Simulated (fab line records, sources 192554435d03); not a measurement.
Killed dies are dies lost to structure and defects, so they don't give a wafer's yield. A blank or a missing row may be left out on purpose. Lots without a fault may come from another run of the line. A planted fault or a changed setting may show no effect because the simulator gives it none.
Chamber matching | flow n5_finfet | N5_BEOL_M0_SAQP_DESCUM_45 on rie_diel-04: 4 sister chambers
The step chemistry O2, time 7 s. 8 wafers are shown with their chamber, then 8 later ones without.

WAFERS WITH THEIR CHAMBER
wafer  | chamber | drypump_motor_current_A (A) | throttle_valve_pct (%)
L074.4 | 3       | 6.1                         | 20.09
L081.2 | 3       | 6.1                         | 20.11
L081.4 | 2       | 6.0                         | 20.76
L082.3 | 2       | 6.0                         | 20.76
L082.6 | 1       | 5.0                         | 20.04
L083.4 | 0       | 5.4                         | 20.28
L083.5 | 1       | 4.9                         | 20.04
L085.2 | 0       | 5.4                         | 20.30

WAFERS WITHOUT THEIR CHAMBER
wafer  | drypump_motor_current_A (A) | throttle_valve_pct (%)
L085.3 | 5.4                         | 20.27
L085.6 | 6.1                         | 20.14
L086.1 | 6.1                         | 20.15
L086.3 | 5.4                         | 20.28
L086.4 | 6.1                         | 20.13
L092.2 | 6.0                         | 20.51
L092.4 | 5.4                         | 20.32
L092.5 | 6.0                         | 20.52

WHICH CHAMBER EACH WENT THROUGH
wafer  | from the rows above | in truth
L085.3 | 0                   | 0
L085.6 | 3                   | 3
L086.1 | 3                   | 3
L086.3 | 0                   | 0
L086.4 | 3                   | 3
L092.2 | 2                   | 2
L092.4 | 0                   | 0
L092.5 | 2                   | 2
Placed correctly: 8 of 8. Can't be placed from these rows: 0. Placed wrongly: 0.
How it was worked out, from the rows above alone: a wafer's distance from a chamber is the root of the sum, over the readings, of the square of ((its reading less the chamber's mean) divided by the reading's scatter). The wafer belongs to the nearest chamber; if the next one is less than 2 further off, it can't be placed. A chamber's mean is the mean of its shown wafers. The scatter: the root of (the sum of the squares of (reading less its chamber's mean) over the shown wafers, divided by (wafers less chambers)).
